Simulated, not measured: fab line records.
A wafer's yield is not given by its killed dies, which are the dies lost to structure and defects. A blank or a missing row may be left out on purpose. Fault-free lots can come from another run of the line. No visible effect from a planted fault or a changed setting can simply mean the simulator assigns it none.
Chamber matching -- flow nand-harc -- cmp-04 running NHARC_P_CONTACT_CMP_24: 4 sister chambers
The step polishes, t overpolish 30 s, target thk 200 nm. 4 wafers are shown with their chamber, then 7 later ones without.

WAFERS PAIRED WITH THEIR CHAMBERS
wafer,chamber,motor-current-A (A)
L760.3,3,11.1
L760.4,1,12.9
L761.2,2,12.0
L761.5,0,12.4

WAFERS MISSING THEIR CHAMBER
wafer,motor-current-A (A)
L761.6,12.6
L762.1,11.5
L762.4,12.4
L762.5,13.1
L763.2,10.9
L763.3,12.4
L763.6,12.1

EACH ONE'S CHAMBER
wafer,from the rows above,in truth
L761.6,can't be placed: 0 or 1 or 2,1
L762.1,can't be placed: 3 or 2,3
L762.4,can't be placed: 0 or 2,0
L762.5,1,1
L763.2,3,3
L763.3,can't be placed: 0 or 2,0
L763.6,can't be placed: 2 or 0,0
Correctly placed: 2 of 7. From these rows, 5 cannot be placed; in 5 the true chamber is one of the candidates. Wrongly placed: 0.
How it was worked out, from the rows above alone: a wafer's distance from a chamber is the root of the sum, over the readings, of the square of ((its reading less the chamber's mean) divided by the reading's scatter). The wafer belongs to the nearest chamber; if the next one is less than 2 further off, it can't be placed. For every chamber, the mean is computed from those of its wafers that are shown. The scatter: root of mean squared gap, hidden wafer to nearest shown wafer, with one shown wafer a chamber.
